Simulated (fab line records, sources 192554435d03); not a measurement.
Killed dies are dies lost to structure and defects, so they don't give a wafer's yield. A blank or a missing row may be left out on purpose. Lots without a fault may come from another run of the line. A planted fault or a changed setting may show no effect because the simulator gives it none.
fab line records | flow n5_finfet
record lots=24 wafers=72 last_day=18
route steps=1938 shown BEOL_M0_SAQP@659 BEOL_M0_CUTY@711 BEOL_M0@729
lots that met no fault: from a run of the same line without faults
start_h: hours from the record's first day to the start of the lot's first wafer shown | wait_h: hours since the lot's step before | " the same as in the row above | L1.1+2: a row that stands for several wafers | - no value, or no start given | * or withheld: withheld | < > ~ a bound
route shown NAME@n: a module of which the file shows steps, and the number in the route of the first | usual: mean/standard deviation of fault-free wafers | same: alike in all rows | chamber/n: place in a boat | sites: the reading at each site | _std_site: their standard deviation | _edge_site: outer sites' mean less inner sites' | radius_mm: how far each site lies from the wafer's centre | mask NAME#n: copy n | behind: the tool/chamber that last shaped the wafer | hold: why the lot was held/for how many hours/how that ended | device: the transistor (n, p or np) that didn't switch | end of line: the same wafers' tests at the end of the route | a step without rows: its recipe alone | killed: dies lost to structure and defects at the first sort, not the wafer's yield | map: a wafer's dies, x killed, . not, _ none there
set.NAME: the setting as run; set.NAME@STEP: as run at that earlier step | model.NAME: the simulator's own value behind a step, which no gauge read
steps of the route over a sample of lots; a table a step, a row a wafer
services: from which hour (start_h, from the record's first day; less than 0 if before it) a tool's chamber was out of use, for how many hours, and why
## steps
# step N5_BEOL_M0_SAQP_STRIP_86
# recipe chemistry=N2/H2 power_w=500 temp_c=40 pressure_mtorr=50 rf_frequency_hz=6e+07 overash_fraction=0.3 bias_power_w=28 h2_frac=0.5 n2_flow_sccm=300 h2_flow_sccm=300
# usual drypump_motor_current_A=5.9/0.54 oes_product_au=0.78/0.092 rf_vpp_V=121.9/1.4 showerhead_plenum_p_Torr=3.36/0.11 throttle_valve_pct=19.0/0.45
# columns lot.wafer tool chamber start_h wait_h drypump_motor_current_A oes_product_au rf_hours_counter_h rf_vpp_V showerhead_plenum_p_Torr throttle_valve_pct
L074.2 rie_diel-04 2 113.17 0.4 5.7 0.70 214 122.3 3.45 18.8
L074.3 " 0 " " 5.4 0.69 226 121.4 3.44 19.6
L074.6 " 0 " " 5.4 0.67 - 121.6 3.44 19.6
L075.2 rie_diel-04 3 114.92 0.1 5.5 0.69 242 119.9 3.16 18.4
L075.5 " 2 " " 5.7 0.70 - 120.4 3.45 18.8
L075.6 " 1 " " 5.4 0.68 - 121.8 3.47 19.4
L076.1 rie_diel-02 2 122.79 0.1 6.8 0.86 50 119.9 3.41 19.1
L076.4 " 3 " " 6.5 0.78 133 119.6 3.37 18.7
L076.6 " 1 " " 6.2 0.71 - 121.6 3.31 19.9
L077.2 rie_diel-02 1 128.54 0.1 6.2 0.71 240 121.7 3.31 19.9
L077.5 " 3 " " 6.5 0.78 - 122.5 3.37 18.8
L077.6 " 2 " " 6.8 0.86 - 124.6 3.41 19.1
L078.1 rie_diel-04 2 136.34 0.1 5.7 0.70 223 121.9 3.45 18.8
L078.3 " 0 " " 5.4 0.67 234 124.7 3.44 19.7
L078.5 " 2 " " 5.7 0.71 - 121.5 3.45 18.8
L079.1 rie_diel-02 2 142.19 0.1 6.8 0.87 56 121.1 3.41 19.1
L079.2 " 3 " " 6.5 0.79 138 121.6 3.37 18.8
L079.4 " 0 " " 5.0 0.69 240 122.1 3.16 19.1
L080.1 rie_diel-02 3 143.89 0.1 6.5 0.78 139 123.7 3.37 18.8
L080.3 " 0 " " 5.1 0.71 240 121.3 3.16 19.1
L080.4 " 1 " " 6.2 0.70 246 122.8 3.31 19.9
L081.1 rie_diel-05 2 155.25 0.1 6.5 0.93 26 125.1 3.30 18.5
L081.3 " 1 " " 5.6 0.79 130 122.2 3.24 18.8
L081.5 " 1 " " 5.6 0.77 - 120.0 3.24 18.8
L082.2 rie_diel-04 3 159.87 0.1 5.5 0.98 3 122.5 3.56 18.1
L082.4 " 1 " " 5.4 0.69 237 121.9 3.46 19.4
L082.6 " 0 " " 5.4 0.66 - 121.8 3.44 19.7
L083.1 rie_diel-05 1 163.07 0.1 5.6 0.77 133 120.0 3.24 18.8
L083.5 " 1 " " 5.6 0.78 - 122.2 3.24 18.8
L083.6 " 2 " " 6.5 0.92 - 121.4 3.29 18.5
L084.3 rie_diel-04 0 172.85 0.1 5.4 0.67 247 121.6 3.43 19.7
L084.4 " 2 " " 5.7 0.70 236 122.5 3.44 18.8
L084.5 " 2 " " 5.7 0.70 - 121.4 3.44 18.8
L085.1 rie_diel-02 0 175.37 0.1 5.1 0.69 252 120.2 3.16 19.1
L085.4 " 0 " " 5.0 0.69 - 120.4 3.16 19.1
L085.5 " 3 " " 6.5 0.77 - 124.3 3.36 18.8
L086.1 rie_diel-04 1 184.80 0.1 5.3 0.68 244 120.6 3.45 19.4
L086.2 " 3 " " 5.5 0.93 11 123.4 3.55 18.1
L086.5 " 3 " " 5.5 0.95 - 124.5 3.55 18.1
L087.3 rie_diel-02 0 190.62 0.1 5.0 0.69 258 123.0 3.15 19.2
L087.4 " 0 " " 5.1 0.70 - 120.0 3.15 19.2
L087.6 " 3 " " 6.5 0.77 - 121.7 3.36 18.8
L088.2 rie_diel-04 2 194.21 0.1 5.7 0.69 242 123.3 3.44 18.8
L088.3 " 3 " " 5.5 0.95 14 123.7 3.55 18.1
L088.5 " 2 " " 5.7 0.68 - 124.6 3.44 18.8
L089.1 rie_diel-05 3 202.86 0.1 6.4 0.79 105 123.0 3.24 19.2
L089.2 " 1 " " 5.6 0.77 144 121.0 3.23 18.8
L089.4 " 2 " " 6.5 0.91 40 120.9 3.29 18.6
L090.3 rie_diel-05 0 206.12 0.1 5.5 0.69 216 118.9 3.46 19.5
L090.4 " 3 " " 6.4 0.78 106 122.1 3.24 19.1
L090.6 " 1 " " 5.6 0.76 - 119.1 3.23 18.9
L091.1 rie_diel-05 2 212.44 0.1 6.5 0.89 43 119.3 3.29 18.6
L091.3 " 1 " " 5.6 0.76 147 119.2 3.23 18.8
L091.4 " 0 " " 5.5 0.70 218 122.9 3.46 19.5
L092.2 rie_diel-05 2 216.35 0.2 6.4 0.88 45 120.2 3.29 18.6
L092.4 " 0 " " 5.4 0.70 220 124.5 3.46 19.5
L092.6 " 3 " " 6.4 0.78 - 122.9 3.24 19.1
L093.2 rie_diel-05 0 220.94 0.2 5.4 0.69 221 122.2 3.46 19.5
L093.5 " 2 " " 6.5 0.87 - 122.3 3.29 18.6
L093.6 " 1 " " 5.6 0.76 - 119.4 3.23 18.9
L094.1 rie_diel-05 3 227.85 0.1 6.4 0.77 113 122.1 3.24 19.2
L094.4 " 1 " " 5.6 0.75 152 121.6 3.23 18.8
L094.6 " 2 " " 6.5 0.87 - 121.2 3.28 18.6
L095.1 rie_diel-04 2 236.16 0.1 5.7 0.68 258 121.2 3.43 18.8
L095.3 " 0 " " 5.4 0.95 6 124.5 3.43 19.3
L095.4 " 0 " " 5.4 0.94 - 122.8 3.43 19.3
L096.2 rie_diel-05 1 239.35 0.1 5.6 0.74 155 120.1 3.22 18.9
L096.3 " 0 " " 5.4 0.69 226 122.2 3.45 19.5
L096.4 " 2 " " 6.5 0.88 52 122.3 3.28 18.6
L097.1 rie_diel-02 1 243.07 0.1 6.2 0.91 18 121.8 3.30 19.6
L097.2 " 2 " " 6.8 0.80 93 120.9 3.39 19.2
L097.6 " 0 " " 5.0 0.98 - 123.7 3.56 18.7
# step N5_BEOL_M0_SAQP_SPACER2_ETCHBACK_27
# recipe chemistry=CHF3/O2 mode=anisotropic_etchback target=SiO2 target_depth_a=225 time_s=11.25 pressure_mtorr=30 source_w=650 bias_w=170 Ar_flow_sccm=200 CHF3_flow_sccm=50 O2_flow_sccm=5 ion_energy_ev=200
# usual bias_w=170.0/0.48 drypump_motor_current_A=5.9/0.55 oes_product_au=0.78/0.099 rf_vpp_V=521/10 showerhead_plenum_p_Torr=2.43/0.08 throttle_valve_pct=18.91/0.22
# columns lot.wafer tool chamber start_h wait_h bias_w drypump_motor_current_A oes_product_au rf_hours_counter_h rf_vpp_V showerhead_plenum_p_Torr throttle_valve_pct
L074.2 rie_diel-04 0 116.56 0.3 170.2 5.4 0.68 227 549 2.47 19.29
L074.3 " 2 " " 170.6 5.7 0.70 216 526 2.50 18.96
L074.6 " 0 " " 169.6 5.4 0.68 - 550 2.47 19.29
L075.2 rie_diel-02 2 117.95 0.3 170.4 6.7 0.85 49 515 2.45 19.14
L075.5 " 0 " " 170.1 5.0 0.70 - 516 2.27 18.91
L075.6 " 3 " " 169.8 6.5 0.78 - 521 2.42 18.97
L076.1 rie_diel-02 2 125.54 0.3 170.1 6.7 0.84 51 515 2.45 19.12
L076.4 " 1 " " 170.5 6.2 0.69 239 526 2.39 19.24
L076.6 " 2 " " 170.3 6.7 0.85 - 514 2.45 19.13
L077.2 rie_diel-04 3 131.89 0.3 171.1 5.5 0.68 248 499 2.28 18.81
L077.5 " 3 " " 169.6 5.4 0.68 - 500 2.28 18.80
L077.6 " 0 " " 169.7 5.4 0.67 - 550 2.46 19.31
L078.1 rie_diel-04 2 139.16 0.3 169.5 5.7 0.70 225 525 2.50 18.97
L078.3 " 0 " " 169.3 5.4 0.67 235 548 2.46 19.31
L078.5 " 2 " " 170.6 5.7 0.70 - 525 2.50 18.97
L079.1 rie_diel-02 3 145.88 0.3 169.3 6.5 0.77 139 519 2.41 18.99
L079.2 " 2 " " 170.1 6.7 0.83 57 516 2.44 19.15
L079.4 " 0 " " 170.1 5.1 0.70 241 516 2.26 18.93
L080.1 rie_diel-05 1 147.29 0.3 170.1 5.6 0.78 127 507 2.33 18.73
L080.3 " 0 " " 171.0 5.4 0.71 201 520 2.48 18.80
L080.4 " 3 " " 170.3 6.3 0.81 85 526 2.32 18.71
L081.1 rie_diel-02 1 158.12 0.3 169.1 6.2 0.69 250 527 2.39 19.27
L081.3 " 3 " " 170.1 6.5 0.77 143 519 2.41 18.99
L081.5 " 0 " " 170.2 5.1 0.69 - 515 2.26 18.95
L082.2 rie_diel-05 0 163.67 0.3 169.6 5.4 0.72 203 519 2.48 18.79
L082.4 " 3 " " 169.7 6.4 0.80 93 527 2.32 18.72
L082.6 " 0 " " 169.7 5.4 0.72 - 520 2.48 18.80
L083.1 rie_diel-04 0 166.95 0.3 170.7 5.4 0.67 245 548 2.46 19.31
L083.5 " 1 " " 169.9 5.3 0.68 - 524 2.48 18.83
L083.6 " 0 " " 170.4 5.4 0.67 - 548 2.46 19.31
L084.3 rie_diel-04 0 179.43 0.3 171.1 5.4 0.66 248 551 2.46 19.32
L084.4 " 3 " " 170.2 5.5 0.94 9 509 2.57 18.45
L084.5 " 1 " " 169.4 5.3 0.67 - 523 2.48 18.86
L085.1 rie_diel-02 2 180.77 0.3 170.3 6.7 0.82 71 514 2.44 19.16
L085.4 " 0 " " 169.4 5.1 0.69 - 516 2.26 18.96
L085.5 " 3 " " 170.2 6.5 0.77 - 519 2.41 19.00
L086.1 rie_diel-05 3 187.75 0.3 170.0 6.4 0.79 99 526 2.32 18.72
L086.2 " 2 " " 170.3 6.4 0.90 35 509 2.37 18.86
L086.5 " 0 " " 170.5 5.4 0.71 - 521 2.47 18.82
L087.3 rie_diel-04 3 193.93 0.3 169.6 5.5 0.93 14 509 2.56 18.46
L087.4 " 1 " " 169.8 5.3 0.68 - 524 2.48 18.83
L087.6 " 3 " " 170.0 5.5 0.92 - 510 2.56 18.44
L088.2 rie_diel-02 2 197.79 0.3 169.4 6.7 0.82 78 514 2.43 19.19
L088.3 " 3 " " 169.5 6.5 0.76 160 520 2.41 19.01
L088.5 " 3 " " 169.6 6.4 0.76 - 520 2.41 19.01
L089.1 rie_diel-02 1 206.57 0.3 170.9 6.2 0.93 7 525 2.38 18.86
L089.2 " 0 " " 170.6 5.0 1.03 1 526 2.55 18.52
L089.4 " 3 " " 169.2 6.5 0.76 164 520 2.40 19.02
L090.3 rie_diel-02 3 209.67 0.3 170.9 6.5 0.76 164 519 2.40 19.02
L090.4 " 2 " " 169.5 6.8 0.81 82 516 2.43 19.17
L090.6 " 1 " " 170.7 6.2 0.92 - 525 2.38 18.86
L091.1 rie_diel-04 2 215.38 0.3 170.0 5.7 0.69 251 526 2.49 19.01
L091.3 " 3 " " 170.2 5.5 0.90 23 509 2.56 18.46
L091.4 " 2 " " 169.4 5.7 0.68 - 525 2.49 19.02
L092.2 rie_diel-05 2 220.02 0.5 169.7 6.5 0.89 46 510 2.36 18.87
L092.4 " 1 " " 169.1 5.6 0.75 149 508 2.32 18.76
L092.6 " 1 " " 170.3 5.6 0.76 - 508 2.32 18.76
L093.2 rie_diel-05 2 224.88 0.3 169.7 6.5 0.88 47 512 2.36 18.88
L093.5 " 3 " " 169.7 6.3 0.77 - 527 2.31 18.74
L093.6 " 2 " " 170.2 6.5 0.87 - 510 2.36 18.88
L094.1 rie_diel-04 3 231.25 0.3 170.5 5.5 0.89 29 509 2.56 18.47
L094.4 " 2 " " 171.1 5.7 0.69 - 527 2.49 19.02
L094.6 " 0 " " 169.6 5.4 0.96 - 526 2.46 18.95
L095.1 rie_diel-04 0 239.09 0.3 169.9 5.4 0.93 7 526 2.45 18.96
L095.3 " 2 " " 170.1 5.7 0.68 260 528 2.48 19.01
L095.4 " 2 " " 169.8 5.7 0.68 - 524 2.48 19.02
L096.2 rie_diel-02 2 242.10 0.3 170.5 6.7 0.80 92 513 2.43 19.20
L096.3 " 3 " " 169.4 6.5 0.75 174 519 2.40 19.03
L096.4 " 1 " " 169.7 6.2 0.89 17 525 2.38 18.90
L097.1 rie_diel-02 2 246.35 0.3 170.4 6.7 0.80 94 515 2.43 19.20
L097.2 " 1 " " 169.7 6.2 0.89 19 525 2.38 18.87
L097.6 " 0 " " 169.3 5.0 0.99 - 525 2.54 18.54
# step N5_BEOL_M0_SAQP_INSPECT_42
# recipe mode=adi inspect_instrument=brightfield
# usual raw_defect_count=265/69
# columns lot.wafer tool chamber start_h wait_h raw_defect_count
L074.2 defect_inspect-02 - 117.15 0.0 233
L074.3 " - " " 340
L074.6 " - " " 230
L075.2 defect_inspect-02 - 118.67 0.0 297
L075.5 " - " " 450
L075.6 " - " " 389
L076.1 defect_inspect-01 - 126.26 0.1 251
L076.4 " - " " 269
L076.6 " - " " 179
L077.2 defect_inspect-02 - 132.61 0.0 264
L077.5 " - " " 240
L077.6 " - " " 225
L078.1 defect_inspect-01 - 139.75 0.1 207
L078.3 " - " " 175
L078.5 " - " " 239
L079.1 defect_inspect-01 - 146.47 0.1 295
L079.2 " - " " 263
L079.4 " - " " 239
L080.1 defect_inspect-02 - 148.00 0.1 201
L080.3 " - " " 165
L080.4 " - " " 188
L081.1 defect_inspect-01 - 158.72 0.1 228
L081.3 " - " " 268
L081.5 " - " " 234
L082.2 defect_inspect-01 - 164.39 0.0 280
L082.4 " - " " 342
L082.6 " - " " 182
L083.1 defect_inspect-01 - 167.67 0.1 220
L083.5 " - " " 252
L083.6 " - " " 415
L084.3 defect_inspect-01 - 180.16 0.0 178
L084.4 " - " " 191
L084.5 " - " " 236
L085.1 defect_inspect-02 - 181.52 0.1 218
L085.4 " - " " 200
L085.5 " - " " 256
L086.1 defect_inspect-02 - 188.47 0.1 238
L086.2 " - " " 264
L086.5 " - " " 398
L087.3 defect_inspect-01 - 194.52 0.0 200
L087.4 " - " " 273
L087.6 " - " " 210
L088.2 defect_inspect-02 - 198.51 0.0 218
L088.3 " - " " 315
L088.5 " - " " 203
L089.1 defect_inspect-01 - 207.16 0.1 410
L089.2 " - " " 212
L089.4 " - " " 273
L090.3 defect_inspect-01 - 210.26 0.0 242
L090.4 " - " " 276
L090.6 " - " " 182
L091.1 defect_inspect-01 - 216.14 0.1 241
L091.3 " - " " 228
L091.4 " - " " 288
L092.2 defect_inspect-01 - 220.61 0.0 384
L092.4 " - " " 225
L092.6 " - " " 240
L093.2 defect_inspect-02 - 225.60 0.0 378
L093.5 " - " " 216
L093.6 " - " " 405
L094.1 defect_inspect-02 - 231.84 0.1 179
L094.4 " - " " 276
L094.6 " - " " 240
L095.1 defect_inspect-01 - 239.68 0.1 257
L095.3 " - " " 438
L095.4 " - " " 309
L096.2 defect_inspect-02 - 242.81 0.0 340
L096.3 " - " " 230
L096.4 " - " " 253
L097.1 defect_inspect-02 - 247.06 0.1 209
L097.2 " - " " 322
L097.6 " - " " 271
# step N5_BEOL_M0_CUTY_DESCUM_61
# recipe chemistry=O2 time_s=7.9 source_power_w=50 bias_power_w=20 pressure_mtorr=20 rf_frequency_hz=2.712e+07 temp_c=40 resist=CAR-ArF-block o2_flow_sccm=225
# usual drypump_motor_current_A=5.7/0.41 oes_product_au=0.82/0.095 rf_vpp_V=243.5/1.2 showerhead_plenum_p_Torr=2.11/0.061 throttle_valve_pct=20.40/0.22
# columns lot.wafer tool chamber start_h wait_h drypump_motor_current_A oes_product_au rf_hours_counter_h rf_vpp_V showerhead_plenum_p_Torr throttle_valve_pct
L074.2 rie_diel-03 3 118.55 0.0 5.8 0.71 239 242.8 2.06 20.34
L074.3 " 0 " " 5.9 0.68 258 243.7 2.15 20.87
L074.6 " 3 " " 5.7 0.71 - 242.9 2.06 20.34
L075.2 rie_diel-03 2 120.61 0.4 5.3 0.99 0 242.1 2.14 20.32
L075.5 " 3 " " 5.7 0.71 - 244.4 2.06 20.34
L075.6 " 1 " " 6.0 0.91 - 241.8 2.05 20.38
L076.1 rie_diel-01 3 127.93 0.4 5.5 0.72 205 243.7 2.08 20.57
L076.4 " 0 " " 6.7 0.69 237 244.0 2.16 20.72
L076.6 " 0 " " 6.7 0.70 - 244.5 2.16 20.73
L077.2 rie_diel-01 3 134.77 0.0 5.5 0.71 206 242.5 2.08 20.57
L077.5 " 2 " " 5.3 0.70 - 241.6 2.06 20.56
L077.6 " 3 " " 5.5 0.71 - 243.1 2.08 20.56
L078.1 rie_diel-06 1 141.10 0.1 6.1 0.92 20 245.2 2.25 20.29
L078.3 " 3 " " 5.7 0.76 166 243.4 2.08 20.73
L078.5 " 0 " " 5.2 0.80 - 243.6 2.17 20.24
L079.1 rie_diel-06 2 148.26 0.1 5.5 0.68 237 242.9 2.15 20.71
L079.2 " 1 " " 6.0 0.92 22 246.0 2.25 20.26
L079.4 " 3 " " 5.7 0.76 167 242.4 2.08 20.72
L080.1 rie_diel-03 0 150.07 0.0 5.9 0.98 4 243.0 2.14 20.47
L080.3 " 1 " " 6.0 0.88 32 242.1 2.04 20.38
L080.4 " 2 " " 5.3 0.91 - 245.2 2.13 20.34
L081.1 rie_diel-06 2 160.16 0.0 5.6 0.68 242 245.0 2.14 20.69
L081.3 " 0 " " 5.2 0.79 127 245.4 2.16 20.26
L081.5 " 2 " " 5.6 0.69 - 244.4 2.14 20.71
L082.2 rie_diel-01 1 166.22 0.0 6.4 0.87 63 243.1 2.11 19.98
L082.4 " 2 " " 5.3 0.70 232 243.6 2.05 20.59
L082.6 " 3 " " 5.4 0.71 - 241.7 2.07 20.58
L083.1 rie_diel-01 2 169.30 0.3 5.3 0.69 234 242.1 2.05 20.59
L083.5 " 1 " " 6.4 0.86 - 242.7 2.11 19.98
L083.6 " 2 " " 5.3 0.70 - 243.6 2.05 20.59
L084.3 rie_diel-01 1 181.78 0.0 6.4 0.85 70 244.5 2.11 19.99
L084.4 " 1 " " 6.4 0.86 - 243.5 2.11 19.97
L084.5 " 3 " " 5.4 0.71 - 243.8 2.07 20.60
L085.1 rie_diel-03 1 184.20 0.0 6.0 0.86 46 241.0 2.04 20.39
L085.4 " 3 " " 5.8 0.97 8 243.1 2.05 20.01
L085.5 " 2 " " 5.3 0.89 - 244.3 2.13 20.37
L086.1 rie_diel-06 3 191.75 0.0 5.7 0.76 181 244.5 2.07 20.75
L086.2 " 0 " " 5.1 0.79 140 245.3 2.16 20.30
L086.5 " 1 " " 6.0 0.89 - 246.1 2.24 20.30
L087.3 rie_diel-03 0 196.49 0.0 5.9 0.92 22 244.8 2.14 20.47
L087.4 " 1 " " 6.0 0.86 50 243.9 2.04 20.39
L087.6 " 1 " " 6.0 0.85 - 243.0 2.04 20.41
L088.2 rie_diel-06 3 200.10 0.0 5.6 0.75 187 241.9 2.07 20.75
L088.3 " 1 " " 6.1 0.87 44 244.5 2.24 20.30
L088.5 " 3 " " 5.6 0.74 - 241.1 2.07 20.77
L089.1 rie_diel-06 2 209.79 0.1 5.5 0.99 1 242.1 2.14 20.22
L089.2 " 0 " " 5.2 0.77 149 244.7 2.15 20.30
L089.4 " 3 " " 5.7 0.74 191 242.3 2.07 20.77
L090.3 rie_diel-03 3 211.69 0.0 5.7 0.93 17 242.7 2.05 20.04
L090.4 " 2 " " 5.3 0.87 39 243.9 2.13 20.39
L090.6 " 2 " " 5.3 0.87 - 246.1 2.13 20.41
L091.1 rie_diel-06 0 217.89 0.0 5.1 0.77 152 242.9 2.15 20.29
L091.3 " 2 " " 5.6 0.98 3 242.7 2.14 20.24
L091.4 " 3 " " 5.7 0.74 193 243.4 2.07 20.76
L092.2 rie_diel-06 1 222.07 0.0 6.1 0.86 52 243.1 2.24 20.31
L092.4 " 2 " " 5.6 0.97 5 244.7 2.14 20.23
L092.6 " 1 " " 6.1 0.87 - 244.6 2.24 20.32
L093.2 rie_diel-01 1 227.12 0.0 6.4 0.83 89 243.4 2.10 20.00
L093.5 " 2 " " 5.3 0.99 - 242.2 2.05 20.21
L093.6 " 1 " " 6.4 0.83 - 244.2 2.10 19.98
L094.1 rie_diel-03 0 233.31 0.0 5.9 0.91 34 243.8 2.13 20.51
L094.4 " 1 " " 6.0 0.83 62 241.8 2.03 20.42
L094.6 " 0 " " 5.9 0.90 - 242.6 2.13 20.52
L095.1 rie_diel-01 0 241.30 0.0 6.7 0.92 20 243.4 2.15 20.30
L095.3 " 1 " " 6.4 0.82 92 243.3 2.10 20.02
L095.4 " 2 " " 5.3 0.95 4 243.3 2.05 20.21
L096.2 rie_diel-06 1 244.56 0.0 6.1 0.85 60 245.0 2.23 20.34
L096.3 " 3 " " 5.7 0.73 203 243.5 2.06 20.79
L096.4 " 0 " " 5.2 0.76 161 244.1 2.15 20.31
L097.1 rie_diel-03 1 248.36 0.0 6.0 0.84 69 243.1 2.03 20.43
L097.2 " 3 " " 5.8 0.90 29 241.6 2.04 20.05
L097.6 " 0 " " 5.9 0.89 - 243.9 2.13 20.51
# step N5_BEOL_M0_DEGAS_112
# recipe ambient=vacuum temp_c=250 time_s=60
# usual heater_power_w=335/27
# columns lot.wafer tool chamber start_h wait_h heater_power_w
L074.2 pvd_sputter-01 - 121.43 0.7 296
L074.3 " - " " 390
L074.6 " - " " 315
L075.2 pvd_sputter-02 - 122.43 0.4 381
L075.5 " - " " 310
L075.6 " - " " 335
L076.1 pvd_sputter-03 - 130.17 0.7 318
L076.4 " - " " 353
L076.6 " - " " 353
L077.2 pvd_sputter-01 - 137.74 0.6 382
L077.5 " - " " 359
L077.6 " - " " 298
L078.1 pvd_sputter-03 - 143.24 0.4 323
L078.3 " - " " 320
L078.5 " - " " 332
L079.1 pvd_sputter-02 - 149.57 0.3 313
L079.2 " - " " 340
L079.4 " - " " 343
L080.1 pvd_sputter-03 - 151.40 0.0 348
L080.3 " - " " 313
L080.4 " - " " 313
L081.1 pvd_sputter-01 - 161.74 0.1 308
L081.3 " - " " 294
L081.5 " - " " 390
L082.2 pvd_sputter-01 - 171.48 1.7 352
L082.4 " - " " 295
L082.6 " - " " 298
L083.1 pvd_sputter-02 - 173.99 1.0 324
L083.5 " - " " 328
L083.6 " - " " 382
L084.3 pvd_sputter-02 - 184.09 0.3 331
L084.4 " - " " 337
L084.5 " - " " 368
L085.1 pvd_sputter-03 - 192.60 2.1 353
L085.4 " - " " 320
L085.5 " - " " 319
L086.1 pvd_sputter-03 - 194.53 0.0 306
L086.2 " - " " 351
L086.5 " - " " 327
L087.3 pvd_sputter-02 - 199.45 1.2 306
L087.4 " - " " 374
L087.6 " - " " 318
L088.2 pvd_sputter-01 - 201.88 0.8 384
L088.3 " - " " 312
L088.5 " - " " 392
L089.1 pvd_sputter-03 - 211.77 0.3 311
L089.2 " - " " 321
L089.4 " - " " 313
L090.3 pvd_sputter-03 - 214.97 0.2 345
L090.4 " - " " 319
L090.6 " - " " 344
L091.1 pvd_sputter-02 - 221.52 0.6 305
L091.3 " - " " 327
L091.4 " - " " 372
L092.2 pvd_sputter-01 - 223.56 0.1 294
L092.4 " - " " 314
L092.6 " - " " 390
L093.2 pvd_sputter-01 - 230.14 0.4 310
L093.5 " - " " 317
L093.6 " - " " 400
L094.1 pvd_sputter-02 - 235.43 0.3 324
L094.4 " - " " 369
L094.6 " - " " 335
L095.1 pvd_sputter-03 - 244.10 0.6 311
L095.3 " - " " 326
L095.4 " - " " 329
L096.2 pvd_sputter-03 - 246.63 0.2 335
L096.3 " - " " 319
L096.4 " - " " 347
L097.1 pvd_sputter-02 - 257.49 0.9 316
L097.2 " - " " 333
L097.6 " - " " 340
# step N5_BEOL_M0_ANNEAL_135
# recipe temp_c=400 time_s=60 ambient=vacuum
# usual heater_power_w=832/64 susceptor_temp_C_max=400.9/0.32
# columns lot.wafer tool chamber start_h wait_h heater_power_w susceptor_temp_C_max
L074.2 pvd_sputter-03 - 122.36 0.0 878 400.2
L074.3 " - " " 786 400.8
L074.6 " - " " 785 400.4
L075.2 pvd_sputter-03 - 123.48 0.0 794 400.8
L075.5 " - " " 809 400.7
L075.6 " - " " 793 401.0
L076.1 pvd_sputter-02 - 131.67 0.0 769 400.7
L076.4 " - " " 833 400.8
L076.6 " - " " 924 400.3
L077.2 pvd_sputter-01 - 138.69 0.0 733 401.0
L077.5 " - " " 958 401.0
L077.6 " - " " 779 400.8
L078.1 pvd_sputter-03 - 144.26 0.0 892 400.7
L078.3 " - " " 767 400.2
L078.5 " - " " 867 401.0
L079.1 pvd_sputter-02 - 150.43 0.0 769 400.8
L079.2 " - " " 836 400.7
L079.4 " - " " 920 400.7
L080.1 pvd_sputter-02 - 153.70 0.0 850 401.1
L080.3 " - " " 765 400.7
L080.4 " - " " 911 400.7
L081.1 pvd_sputter-03 - 164.46 0.0 867 400.9
L081.3 " - " " 814 400.5
L081.5 " - " " 798 401.6
L082.2 pvd_sputter-01 - 172.60 0.0 875 401.1
L082.4 " - " " 768 400.6
L082.6 " - " " 791 400.2
L083.1 pvd_sputter-02 - 175.17 0.0 789 401.1
L083.5 " - " " 850 400.9
L083.6 " - " " 760 401.4
L084.3 pvd_sputter-03 - 184.96 0.0 878 400.4
L084.4 " - " " 806 401.3
L084.5 " - " " 792 400.6
L085.1 pvd_sputter-02 - 193.66 0.0 777 401.1
L085.4 " - " " 819 400.8
L085.5 " - " " 816 400.5
L086.1 pvd_sputter-03 - 195.63 0.0 858 400.8
L086.2 " - " " 797 400.3
L086.5 " - " " 814 400.9
L087.3 pvd_sputter-01 - 200.62 0.0 883 401.3
L087.4 " - " " 1008 400.8
L087.6 " - " " 951 401.1
L088.2 pvd_sputter-02 - 202.80 0.0 821 400.6
L088.3 " - " " 844 400.8
L088.5 " - " " 827 400.9
L089.1 pvd_sputter-02 - 212.84 0.0 763 400.9
L089.2 " - " " 907 400.9
L089.4 " - " " 825 401.2
L090.3 pvd_sputter-03 - 216.20 0.0 781 401.6
L090.4 " - " " 825 401.1
L090.6 " - " " 868 400.8
L091.1 pvd_sputter-02 - 222.48 0.0 830 401.3
L091.3 " - " " 779 401.1
L091.4 " - " " 830 401.0
L092.2 pvd_sputter-02 - 224.92 0.0 849 400.5
L092.4 " - " " 814 401.2
L092.6 " - " " 801 400.8
L093.2 pvd_sputter-01 - 233.02 0.0 907 400.9
L093.5 " - " " 983 400.8
L093.6 " - " " 722 400.5
L094.1 pvd_sputter-03 - 236.65 0.0 797 401.1
L094.4 " - " " 784 401.6
L094.6 " - " " 798 400.5
L095.1 pvd_sputter-01 - 246.22 0.0 871 401.3
L095.3 " - " " 978 401.0
L095.4 " - " " 767 400.5
L096.2 pvd_sputter-01 - 247.73 0.0 975 401.0
L096.3 " - " " 892 401.1
L096.4 " - " " 737 401.0
L097.1 pvd_sputter-03 - 258.45 0.0 874 400.9
L097.2 " - " " 779 400.6
L097.6 " - " " 876 400.6
## services
# columns tool chamber start_h hours kind
rie_diel-03 2 91.31 7.1 repair
rie_diel-03 - 111.30 2.4 repair
pvd_sputter-01 - 129.72 1.9 repair
rie_diel-06 1 132.23 6.0 repair
rie_diel-06 0 133.63 5.5 repair
rie_diel-04 3 136.00 - clean
rie_diel-04 3 136.00 - consumable_replace:focus_ring
rie_diel-04 3 136.00 - consumable_replace:showerhead
rie_diel-04 3 136.00 14.5 scheduled_down
rie_diel-04 3 136.00 14.5 vent_cycle
rie_diel-06 - 139.31 0.5 repair
rie_diel-04 1 142.41 4.1 repair
rie_diel-05 0 149.93 9.9 repair
rie_diel-06 3 155.87 5.8 repair
rie_diel-02 1 158.69 - clean
rie_diel-02 1 158.69 - consumable_replace:focus_ring
rie_diel-02 1 158.69 32.3 scheduled_down
rie_diel-02 1 158.69 32.3 vent_cycle
rie_diel-04 0 184.42 - clean
rie_diel-04 0 184.42 - consumable_replace:esc
rie_diel-04 0 184.42 - consumable_replace:focus_ring
rie_diel-04 0 184.42 36.4 scheduled_down
rie_diel-04 0 184.42 36.4 vent_cycle
rie_diel-03 - 221.21 0.3 repair
## key
fault none
